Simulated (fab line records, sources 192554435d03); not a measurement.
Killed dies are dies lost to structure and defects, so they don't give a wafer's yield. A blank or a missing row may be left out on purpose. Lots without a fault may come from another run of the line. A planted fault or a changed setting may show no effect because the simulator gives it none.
fab line records | flow n5_finfet
record lots=7 wafers=21
route steps=1938 shown GATE_CUT@481 MOL_CONTACT_COAG@551 BEOL_M0_SAQP@634 BEOL_M0@726 BEOL_M1@790 BEOL_M2@881 BEOL_M3@938
start_h: hours from the record's first day to the start of the lot's first wafer shown | wait_h: hours since the lot's step before | " the same as in the row above | L1.1+2: a row that stands for several wafers | - no value, or no start given | * or withheld: withheld | < > ~ a bound
route shown NAME@n: a module of which the file shows steps, and the number in the route of the first | usual: mean/standard deviation of fault-free wafers | same: alike in all rows | chamber/n: place in a boat | sites: the reading at each site | _std_site: their standard deviation | _edge_site: outer sites' mean less inner sites' | radius_mm: how far each site lies from the wafer's centre | mask NAME#n: copy n | behind: the tool/chamber that last shaped the wafer | hold: why the lot was held/for how many hours/how that ended | device: the transistor (n, p or np) that didn't switch | end of line: the same wafers' tests at the end of the route | a step without rows: its recipe alone | killed: dies lost to structure and defects at the first sort, not the wafer's yield | map: a wafer's dies, x killed, . not, _ none there
set.NAME: the setting as run; set.NAME@STEP: as run at that earlier step | model.NAME: the simulator's own value behind a step, which no gauge read
lots whose settings were changed on purpose; a table a step, a row a wafer
## steps
# step N5_GATE_CUT_COAT_07
# recipe resist=CAR-EUV spin_rpm=1500 resist_thk_nm=30
# columns lot.wafer tool chamber start_h wait_h set.spin_rpm model.CAR-EUV_of_GATE_CUT_COAT_07.thk_nm
L076.2+5 litho_track-03 0 - - 1500 30.2
L076.4 " 0 " " 1500 30
L079.1+2+4 litho_track-03 0 - - 1500 30
L083.3+4 litho_track-04 0 - - 1500 29.8
L083.5 " 0 " " 1500 30
L088.1+5 litho_track-03 0 - - 1390 31.2
L088.4 " 0 " " 1500 30
L089.1 litho_track-04 0 - - 1592 29.2
L089.2+4 " 0 " " 1500 30
L090.1+2 litho_track-03 0 - - 1500 30
L090.5 " 0 " " 1426 30.6
L092.1+3+4 litho_track-03 0 - - 1500 30
# step N5_GATE_CUT_EBR_09
# recipe solvent=PGMEA ebr_width_mm=1.5
# step N5_GATE_CUT_SOFTBAKE_08
# recipe temp_c=110 time_s=60 resist=CAR-EUV
# step N5_GATE_CUT_DESCUM_18
# recipe chemistry=O2 time_s=7 source_power_w=50 bias_power_w=20 pressure_mtorr=20 rf_frequency_hz=2.712e+07 temp_c=40 resist=CAR-EUV o2_flow_sccm=225
# step N5_GATE_CUT_ETCH_28
# recipe chemistry=N2/H2 target=underlayer target_depth_a=130 mask_material=CAR-EUV time_s=10.4 ion_energy_ev=200 pressure_mtorr=30 source_w=840 bias_w=150 n2_flow_sccm=200 h2_flow_sccm=200 ends=cleared
# columns lot.wafer tool chamber start_h wait_h set.spin_rpm@GATE_CUT_COAT_07 model.CAR-EUV_of_GATE_CUT_COAT_07.thk_nm
L076.2+4+5 rie_diel-03 2,1,0 97.94 0.0 1500 14.8
L079.1+2+4 rie_diel-06 2,1,0 114.17 0.0 1500 14.6
L083.3+4+5 rie_diel-04 1,0,0 137.49 0.0 1500 14.4
L088.1 rie_diel-04 1 168.01 0.0 1390 15.6
L088.4 " 3 " " 1500 14.6
L088.5 " 1 " " 1390 15.8
L089.1 rie_diel-04 1 172.74 0.0 1592 13.8
L089.2+4 " 0,1 " " 1500 14.6
L090.1+2 rie_diel-04 0,1 183.60 0.0 1500 14.4
L090.5 " 3 " " 1426 15.2
L092.1+4 rie_diel-06 2,1 192.67 0.0 1500 14.6
L092.3 " 3 " " 1500 14.8
# step N5_MOL_CONTACT_COAG_SPUTTER_130
# recipe material=Co target_thk_a=475 temp_c=25 chamber_pressure_pa=0.5 power_w=3000
# columns lot.wafer tool chamber start_h wait_h set.power_w model.Co_of_MOL_CONTACT_COAG_SPUTTER_130.thk_nm
L076.2 pvd_sputter-03 - 108.25 0.0 3000 48
L076.4+5 " - " " 3000 48.2
L079.1+4 pvd_sputter-02 - 124.26 0.0 3000 47.8
L079.2 " - " " 3000 47.6
L083.3 pvd_sputter-03 - 147.66 0.0 2489 40
L083.4 " - " " 2489 40.6
L083.5 " - " " 3000 48.2
L088.1+4 pvd_sputter-01 - 177.91 0.0 2790 44.8
L088.5 " - " " 3000 48
L089.1 pvd_sputter-03 - 181.40 0.0 3000 48.2
L089.2 " - " " 3346 53.4
L089.4 " - " " 3346 53.8
L090.1 pvd_sputter-01 - 193.38 0.0 3371 53.2
L090.2 " - " " 3000 47.6
L090.5 " - " " 3371 53.6
L092.1+3 pvd_sputter-01 - 203.37 0.0 3161 50.2
L092.4 " - " " 3000 47.2
# step N5_MOL_CONTACT_COAG_CMP_23
# recipe stop_on=SiO2 t_overpolish_s=1.5 post_cmp_clean=cu_alkaline down_force_psi=2 platen_rpm=50.289 pad_velocity_m_s=1.0006 target_thk_nm=0
# columns lot.wafer tool chamber start_h wait_h set.down_force_psi
L076.2+4+5 cmp-03 1,3,1 108.43 0.0 2
L079.2+4 cmp-04 3,0 124.60 0.2 2
L079.1 " 1 " " 2.281
L083.4+3+5 cmp-04 0,3,0 147.85 0.0 2
L088.4+5 cmp-02 2 178.12 0.1 2.251
L088.1 " 0 " " 2
L089.2+1+4 cmp-04 1,2,3 181.62 0.1 2
L090.1+2+5 cmp-03 2,0,2 193.60 0.1 2
L092.3 cmp-04 1 203.55 0.0 2
L092.1+4 " 2,3 " " 2.322
# step N5_MOL_CONTACT_COAG_ALD_131
# recipe material=SiO2 target_thk_a=50 temp_c=100 ald_precursor_family=BDEAS ald_co_reactant=O2-plasma pulse_time_s=1 co_reactant_pulse_time_s=1 purge_time_s=2 co_reactant_purge_time_s=2 ald_cycles=35 pressure_torr=2
# columns lot.wafer tool chamber start_h wait_h set.ald_cycles model.SiO2_of_MOL_CONTACT_COAG_ALD_131.thk_nm
L076.2+4+5 ald_sin-02 0,3,2 112.28 0.1 35 5
L079.1+2+4 ald_sin-02 2,0,1 128.51 0.1 35 5
L083.3+4 ald_sin-02 0 151.87 0.1 30 4.2
L083.5 " 3 " " 35 5
L088.1+4+5 ald_sin-03 0,1,1 184.50 0.5 35 5
L089.1+4 ald_sin-03 2,0 187.45 0.7 35 5
L089.2 " 3 " " 30 4.2
L090.1 ald_sin-01 3 197.57 0.1 35 5
L090.2+5 " 1,3 " " 30 4.2
L092.1+3 ald_sin-01 0,2 207.45 0.1 35 5
L092.4 " 1 " " 40 5.8
# step N5_MOL_CONTACT_COAG_ETCHBACK_132
# recipe chemistry=CHF3 target=SiO2 target_depth_a=100 time_s=6.7 ion_energy_ev=200 pressure_mtorr=30 source_w=610 bias_w=170 Ar_flow_sccm=200 CHF3_flow_sccm=50
# step N5_MOL_CONTACT_COAG_ETCH_91
# recipe chemistry=N2/H2 target=SOC target_depth_a=600 overetch_a=210 mask_material=SiARC temp_c=40 time_s=101.2 ion_energy_ev=200 pressure_mtorr=30 source_w=840 bias_w=150 n2_flow_sccm=200 h2_flow_sccm=200
# step N5_MOL_CONTACT_COAG_VIA_ETCH_46
# recipe chemistry=C4F6/O2 target_depth_a=460 overetch_a=92 mask_material=SOC target=SiO2 bias_w=455 pressure_mtorr=10 time_s=40 source_w=325 Ar_flow_sccm=300 C4F6_flow_sccm=10 O2_flow_sccm=10 ion_energy_ev=575.3 ends=end_point
# step N5_MOL_CONTACT_COAG_STRIP_96
# recipe chemistry=N2/H2 power_w=500 temp_c=40 pressure_mtorr=50 rf_frequency_hz=6e+07 overash_fraction=0.3 bias_power_w=28 h2_frac=0.5 n2_flow_sccm=300 h2_flow_sccm=300
# step N5_MOL_CONTACT_COAG_ETCH_47
# recipe chemistry=CH3F/O2 target=SiNx target_depth_a=270 mask_material=SiO2 stop_on=W over_etch_frac=0.2 ion_energy_ev=120 endpoint=OES-CN pressure_mtorr=30 source_w=395 bias_w=73 Ar_flow_sccm=150 CH3F_flow_sccm=30 O2_flow_sccm=20 ends=end_point
# columns lot.wafer tool chamber start_h wait_h set.down_force_psi@MOL_CONTACT_COAG_CMP_23 model.etch.depth_nm
L076.2+4 rie_diel-05 3,1 112.73 0.0 2 17.93
L076.5 " 3 " " 2 17.94
L079.1 rie_diel-01 1 128.96 0.0 2.281 17.66
L079.2 " 0 " " 2 17.86
L079.4 " 3 " " 2 17.88
L083.3+5 rie_diel-01 3,2 152.34 0.0 2 17.95
L083.4 " 1 " " 2 17.96
L088.1 rie_diel-01 3 185.08 0.0 2 17.98
L088.4 " 0 " " 2.251 17.64
L088.5 " 3 " " 2.251 17.73
L089.1 rie_diel-01 1 187.90 0.0 2 17.94
L089.2 " 0 " " 2 18.02
L089.4 " 3 " " 2 17.92
L090.1 rie_diel-02 1 198.01 0.0 2 17.85
L090.2 " 2 " " 2 17.89
L090.5 " 2 " " 2 17.93
L092.1 rie_diel-02 0 207.90 0.0 2.322 17.53
L092.3 " 1 " " 2 17.91
L092.4 " 1 " " 2.322 17.54
# step N5_BEOL_M0_SAQP_HM_DEP_02
# recipe material=TiN target_thk_a=120 temp_c=25 chamber_pressure_pa=0.49996
# columns lot.wafer tool chamber start_h wait_h set.target_thk_a model.TiN_of_BEOL_M0_SAQP_HM_DEP_02.thk_nm
L076.2+4 pvd_sputter-03 - 119.83 1.4 120 12
L076.5 " - " " 120 12.2
L079.1+4 pvd_sputter-03 - 137.90 3.1 120 12
L079.2 " - " " 120 11.8
L083.3+5 pvd_sputter-03 - 158.76 0.1 120 12
L083.4 " - " " 104.1 10.4
L088.1+5 pvd_sputter-03 - 192.10 1.0 120 12
L088.4 " - " " 109.9 11
L089.1+4 pvd_sputter-01 - 194.48 0.4 120 12
L089.2 " - " " 120 11.8
L090.1 pvd_sputter-02 - 206.40 2.7 120 12
L090.2 " - " " 107.4 10.8
L090.5 " - " " 120 12.2
L092.1 pvd_sputter-01 - 214.67 0.8 105.8 10.4
L092.3 " - " " 120 12
L092.4 " - " " 105.8 10.6
# step N5_BEOL_M0_SAQP_COAT_08
# recipe resist=CAR-ArF spin_rpm=1500 resist_thk_nm=90
# columns lot.wafer tool chamber start_h wait_h set.spin_rpm model.CAR-ArF_of_BEOL_M0_SAQP_COAT_08.thk_nm
L076.2 litho_track-01 0 - - 1500 90.6
L076.4+5 " 0 " " 1500 90.2
L079.1 litho_track-02 0 - - 1500 90.2
L079.2 " 0 " " 1500 90.4
L079.4 " 0 " " 1400 93.4
L083.3+5 litho_track-03 0 - - 1370 94.4
L083.4 " 0 " " 1500 90.4
L088.1 litho_track-03 0 - - 1500 90.2
L088.4 " 0 " " 1548 89.2
L088.5 " 0 " " 1548 89
L089.1 litho_track-02 0 - - 1599 87.4
L089.2 " 0 " " 1500 90.2
L089.4 " 0 " " 1599 87.6
L090.1 litho_track-03 0 - - 1343 95.4
L090.2 " 0 " " 1500 90.6
L090.5 " 0 " " 1500 90.4
L092.1+3 litho_track-01 0 - - 1500 90.2
L092.4 " 0 " " 1444 91.6
# step N5_BEOL_M0_SAQP_EBR_10
# recipe solvent=PGMEA ebr_width_mm=1.5
# step N5_BEOL_M0_SAQP_SOFTBAKE_09
# recipe temp_c=110 time_s=60 resist=CAR-ArF
# step N5_BEOL_M0_SAQP_DESCUM_19
# recipe chemistry=O2 time_s=7.9 source_power_w=50 bias_power_w=20 pressure_mtorr=20 rf_frequency_hz=2.712e+07 temp_c=40 resist=CAR-ArF o2_flow_sccm=225
# step N5_BEOL_M0_SAQP_ETCH_83
# recipe chemistry=CF4 target=SiARC target_depth_a=390 mask_material=CAR-ArF time_s=65 ion_energy_ev=80 pressure_mtorr=40 source_w=545 bias_w=36 Ar_flow_sccm=100 cf4_flow_sccm=100 ends=cleared
# columns lot.wafer tool chamber start_h wait_h set.spin_rpm@BEOL_M0_SAQP_COAT_08 model.CAR-ArF_of_BEOL_M0_SAQP_COAT_08.thk_nm
L076.2 rie_diel-03 1 121.03 0.0 1500 56.2
L076.4 " 3 " " 1500 55.8
L076.5 " 1 " " 1500 55.6
L079.1 rie_diel-04 0 138.71 0.0 1500 55.4
L079.2 " 1 " " 1500 55.6
L079.4 " 2 " " 1400 58.8
L083.3+5 rie_diel-04 3 159.67 0.0 1370 59.8
L083.4 " 1 " " 1500 55.8
L088.1 rie_diel-03 2 193.17 0.0 1500 55.6
L088.4+5 " 0,3 " " 1548 54.4
L089.1 rie_diel-06 3 195.51 0.0 1599 52.8
L089.2 " 1 " " 1500 55.6
L089.4 " 0 " " 1599 53
L090.1 rie_diel-06 1 207.65 0.0 1343 61
L090.2 " 0 " " 1500 56.2
L090.5 " 0 " " 1500 55.8
L092.1+3 rie_diel-06 0,1 215.69 0.0 1500 55.6
L092.4 " 3 " " 1444 57
# step N5_BEOL_M0_ETCH_109
# recipe chemistry=CH3F/O2 target_depth_a=80 overetch_a=24 target=SiCN time_s=27.4 ion_energy_ev=120 pressure_mtorr=30 source_w=395 bias_w=75 Ar_flow_sccm=150 CH3F_flow_sccm=30 O2_flow_sccm=20
# usual rf_vpp_V=296.8/1.5
# columns lot.wafer tool chamber start_h wait_h set.bias_w rf_vpp_V
L076.2 rie_diel-02 2 128.89 0.0 75 299.7
L076.4 " 1 " " 75 300.1
L076.5 " 0 " " 75 297.3
L079.1 rie_diel-05 2 148.99 0.7 75 295.1
L079.2 " 0 " " 66.87 274.3
L079.4 " 1 " " 75 295.7
L083.3 rie_diel-05 3 167.15 0.1 69.48 281.2
L083.4 " 2 " " 69.48 281.5
L083.5 " 1 " " 75 294.7
L088.1 rie_diel-05 2 202.80 0.0 66.47 274.4
L088.4 " 3 " " 75 295.3
L088.5 " 0 " " 75 296.6
L089.1 rie_diel-05 1 202.87 0.0 75 296.5
L089.2 " 3 " " 68.97 281.4
L089.4 " 0 " " 75 296.5
L090.1 rie_diel-05 0 215.99 0.8 87.39 327.5
L090.2 " 1 " " 75 296.5
L090.5 " 0 " " 87.39 325.7
L092.1 rie_diel-01 0 226.53 0.0 75 297.1
L092.3 " 2 " " 68.83 281.5
L092.4 " 1 " " 68.83 279.7
# step N5_BEOL_M1_ETCH_77
# recipe chemistry=N2/H2 target=underlayer target_depth_a=65 mask_material=CAR-EUV time_s=5.2 ion_energy_ev=200 pressure_mtorr=30 source_w=840 bias_w=150 n2_flow_sccm=200 h2_flow_sccm=200 ends=cleared
# usual etch_rf_on_time_s=5.19/0.077 rf_vpp_V=523.9/2.8
# columns lot.wafer tool chamber start_h wait_h set.source_w etch_rf_on_time_s rf_vpp_V
L076.2 rie_diel-06 2 134.03 0.0 840 5.28 522.6
L076.4 " 0 " " 840 5.23 524.6
L076.5 " 3 " " 840 5.15 518.4
L079.1 rie_diel-03 2 156.12 0.0 979.6 4.61 499.0
L079.2 " 0 " " 979.6 4.64 498.5
L079.4 " 1 " " 979.6 4.67 497.9
L083.3 rie_diel-03 0 175.64 0.0 986.9 4.59 500.2
L083.4 " 2 " " 986.9 4.53 496.8
L083.5 " 2 " " 840 5.14 524.6
L088.1 rie_diel-06 3 209.09 0.0 840 5.21 520.5
L088.4 " 0 " " 712.9 6.05 556.2
L088.5 " 3 " " 840 5.20 521.0
L089.1 rie_diel-03 0 209.27 0.0 840 5.27 524.9
L089.2 " 3 " " 840 5.30 520.8
L089.4 " 1 " " 696.5 6.19 555.9
L090.1 rie_diel-04 0 223.03 0.0 840 5.12 520.5
L090.2 " 1 " " 840 5.12 525.1
L090.5 " 3 " " 840 5.10 528.4
L092.1 rie_diel-04 0 232.77 0.0 840 5.09 521.1
L092.3 " 3 " " 915 4.80 514.8
L092.4 " 1 " " 840 5.16 525.3
# step N5_BEOL_M2_ETCH_69
# recipe chemistry=CF4 target=SiARC target_depth_a=156 mask_material=CAR-EUV time_s=26 ion_energy_ev=80 pressure_mtorr=40 source_w=545 bias_w=36 Ar_flow_sccm=100 cf4_flow_sccm=100 ends=cleared
# usual etch_rf_on_time_s=26.2/0.38 rf_vpp_V=183.9/1
# columns lot.wafer tool chamber start_h wait_h set.bias_w etch_rf_on_time_s rf_vpp_V
L076.2 rie_diel-05 3 150.33 0.0 36 25.8 183.0
L076.4 " 2 " " 36 26.2 182.3
L076.5 " 3 " " 36 25.9 182.8
L079.1 rie_diel-05 1 168.08 0.0 36 26.4 183.7
L079.2 " 0 " " 36 26.9 185.1
L079.4 " 3 " " 36 26.3 182.7
L083.3 rie_diel-01 3 190.09 0.0 42.38 25.0 204.8
L083.4 " 1 " " 42.38 24.7 204.2
L083.5 " 0 " " 36 26.2 184.6
L088.1 rie_diel-01 2 224.06 0.0 40.72 25.2 200.2
L088.4 " 3 " " 36 26.1 183.7
L088.5 " 2 " " 36 26.4 183.6
L089.1 rie_diel-02 3 229.10 0.0 36 25.6 183.5
L089.2 " 0 " " 36 25.4 184.0
L089.4 " 1 " " 36 25.6 187.3
L090.1 rie_diel-05 2 237.14 0.0 34 27.0 176.6
L090.2 " 0 " " 36 26.8 182.6
L090.5 " 0 " " 36 26.6 183.2
L092.1 rie_diel-01 0 259.12 0.0 31.61 27.5 167.9
L092.3 " 3 " " 31.61 27.4 170.4
L092.4 " 1 " " 36 26.2 182.0
# step N5_BEOL_M2_TRENCH_ETCH_37
# recipe chemistry=C4F6/O2 target_depth_a=555.55 target=SiOC time_s=29.2 ion_energy_ev=250 pressure_mtorr=30 source_w=355 bias_w=185 Ar_flow_sccm=300 C4F6_flow_sccm=10 O2_flow_sccm=10
# usual rf_vpp_V=668/5.2
# columns lot.wafer tool chamber start_h wait_h set.bias_w rf_vpp_V model.BEOL_M2.feature_depth_nm model.etch.depth_nm
L076.2 rie_diel-02 1 - - 185 671 55.6 55.66
L076.4 " 0 " " 185 674 55.2 55.13
L076.5 " 2 " " 185 659 55.4 55.3
L079.1 rie_diel-01 1 - - 185 671 56.4 56.34
L079.2 " 3 " " 185 677 55.6 55.54
L079.4 " 0 " " 185 663 55.6 55.67
L083.3 rie_diel-02 0 - - 174.4 643 55.6 55.59
L083.4 " 1 " " 174.4 641 54.8 54.72
L083.5 " 0 " " 174.4 643 55.6 55.56
L088.1 rie_diel-02 0 - - 158.7 597 53.4 53.36
L088.4 " 3 " " 158.7 591 53.2 53.16
L088.5 " 1 " " 185 672 55.6 55.69
L089.1 rie_diel-05 0 - - 185 673 54.2 54.29
L089.2 " 2 " " 154.7 574 51.8 51.81
L089.4 " 1 " " 185 670 55.6 55.53
L090.1 rie_diel-01 0 - - 185 665 54.8 54.82
L090.2 " 3 " " 202.8 729 56 56.09
L090.5 " 1 " " 202.8 721 56.8 56.87
L092.1 rie_diel-01 3 - - 198.8 718 56.6 56.66
L092.3 " 0 " " 185 664 55 54.96
L092.4 " 2 " " 198.8 705 55.8 55.86
# step N5_BEOL_M2_ETCH_41
# recipe chemistry=CH3F/O2 target=SiCN target_depth_a=299 taper_deg=2 time_s=52.5 ion_energy_ev=120 mask_material=TiN pressure_mtorr=30 source_w=395 bias_w=75 Ar_flow_sccm=150 CH3F_flow_sccm=30 O2_flow_sccm=20
# step N5_BEOL_M2_STRIP_97
# recipe chemistry=N2/H2 time_s=10 power_w=450 temp_c=40 pressure_mtorr=20 rf_frequency_hz=6e+07 bias_power_w=7 n2_flow_sccm=200 h2_flow_sccm=200
# step N5_BEOL_M2_OCD_MEAS_38
# usual trench_depth_nm=55.3/0.88
# columns lot.wafer tool chamber start_h wait_h set.bias_w@BEOL_M2_TRENCH_ETCH_37 trench_depth_nm
L076.2 ocd-01 - 154.69 - 185 55.3
L076.4 " - " " 185 55.0
L076.5 " - " " 185 55.2
L079.1 ocd-01 - 168.74 - 185 56.6
L079.2 " - " " 185 55.3
L079.4 " - " " 185 55.4
L083.3 ocd-01 - 194.89 - 174.4 55.6
L083.4 " - " " 174.4 55.1
L083.5 " - " " 174.4 55.3
L088.1 ocd-01 - 236.74 - 158.7 53.6
L088.4 " - " " 158.7 52.7
L088.5 " - " " 185 55.9
L089.1 ocd-01 - 237.05 - 185 54.2
L089.2 " - " " 154.7 51.3
L089.4 " - " " 185 55.8
L090.1 ocd-02 - 240.96 - 185 54.6
L090.2 " - " " 202.8 55.9
L090.5 " - " " 202.8 56.6
L092.1 ocd-02 - 262.54 - 198.8 56.6
L092.3 " - " " 185 54.8
L092.4 " - " " 198.8 55.8
# step N5_BEOL_M3_COAT_05
# recipe resist=CAR-EUV spin_rpm=1500 resist_thk_nm=30
# columns lot.wafer tool chamber start_h wait_h set.spin_rpm model.CAR-EUV_of_BEOL_M3_COAT_05.thk_nm
L076.2+4+5 litho_track-02 0 - - 1500 30
L079.1+4 litho_track-02 0 - - 1633 28.8
L079.2 " 0 " " 1500 30
L083.3+4 litho_track-02 0 - - 1645 28.6
L083.5 " 0 " " 1500 29.8
L088.1 litho_track-02 0 - - 1500 30
L088.4+5 " 0 " " 1334 31.8
L089.1 litho_track-04 0 - - 1565 29.4
L089.2+4 " 0 " " 1500 30
L090.1+5 litho_track-02 0 - - 1500 30
L090.2 " 0 " " 1603 29
L092.1 litho_track-02 0 - - 1500 30
L092.3+4 " 0 " " 1598 29
## key
split step=N5_GATE_CUT_COAT_07 setting=spin_rpm stated=1500 by=wafer
response step=N5_GATE_CUT_COAT_07 reading=model.CAR-EUV_of_GATE_CUT_COAT_07.thk_nm change=-0.144 per=1% r=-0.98
response step=N5_GATE_CUT_ETCH_28 reading=model.CAR-EUV_of_GATE_CUT_COAT_07.thk_nm change=-0.146 per=1% r=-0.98
split step=N5_MOL_CONTACT_COAG_SPUTTER_130 setting=power_w stated=3000 by=wafer
response step=N5_MOL_CONTACT_COAG_SPUTTER_130 reading=model.Co_of_MOL_CONTACT_COAG_SPUTTER_130.thk_nm change=+0.47 per=1% r=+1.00
split step=N5_MOL_CONTACT_COAG_CMP_23 setting=down_force_psi stated=2 by=wafer
response step=N5_MOL_CONTACT_COAG_ETCH_47 reading=model.etch.depth_nm change=-0.0207 per=1% r=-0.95
split step=N5_MOL_CONTACT_COAG_ALD_131 setting=ald_cycles stated=35 by=wafer
response step=N5_MOL_CONTACT_COAG_ALD_131 reading=model.SiO2_of_MOL_CONTACT_COAG_ALD_131.thk_nm change=+0.056 per=1% r=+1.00
split step=N5_BEOL_M0_SAQP_HM_DEP_02 setting=target_thk_a stated=120 by=wafer
response step=N5_BEOL_M0_SAQP_HM_DEP_02 reading=model.TiN_of_BEOL_M0_SAQP_HM_DEP_02.thk_nm change=+0.123 per=1% r=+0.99
split step=N5_BEOL_M0_SAQP_COAT_08 setting=spin_rpm stated=1500 by=wafer
response step=N5_BEOL_M0_SAQP_COAT_08 reading=model.CAR-ArF_of_BEOL_M0_SAQP_COAT_08.thk_nm change=-0.449 per=1% r=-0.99
response step=N5_BEOL_M0_SAQP_ETCH_83 reading=model.CAR-ArF_of_BEOL_M0_SAQP_COAT_08.thk_nm change=-0.458 per=1% r=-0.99
split step=N5_BEOL_M0_ETCH_109 setting=bias_w stated=75 by=wafer
response step=N5_BEOL_M0_ETCH_109 reading=rf_vpp_V change=+1.88 per=1% r=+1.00
split step=N5_BEOL_M1_ETCH_77 setting=source_w stated=840 by=wafer
response step=N5_BEOL_M1_ETCH_77 reading=etch_rf_on_time_s change=* per=1% r=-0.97
response step=N5_BEOL_M1_ETCH_77 reading=rf_vpp_V change=-1.8 per=1% r=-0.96
split step=N5_BEOL_M2_ETCH_69 setting=bias_w stated=36 by=wafer
response step=N5_BEOL_M2_ETCH_69 reading=etch_rf_on_time_s change=* per=1% r=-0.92
response step=N5_BEOL_M2_ETCH_69 reading=rf_vpp_V change=+1.15 per=1% r=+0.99
split step=N5_BEOL_M2_TRENCH_ETCH_37 setting=bias_w stated=185 by=wafer
response step=N5_BEOL_M2_TRENCH_ETCH_37 reading=rf_vpp_V change=+5.89 per=1% r=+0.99
response step=N5_BEOL_M2_TRENCH_ETCH_37 reading=model.BEOL_M2.feature_depth_nm change=+0.174 per=1% r=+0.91
response step=N5_BEOL_M2_TRENCH_ETCH_37 reading=model.etch.depth_nm change=+0.179 per=1% r=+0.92
response step=N5_BEOL_M2_OCD_MEAS_38 reading=trench_depth_nm change=+0.204 per=1% r=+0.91
split step=N5_BEOL_M3_COAT_05 setting=spin_rpm stated=1500 by=wafer
response step=N5_BEOL_M3_COAT_05 reading=model.CAR-EUV_of_BEOL_M3_COAT_05.thk_nm change=-0.144 per=1% r=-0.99
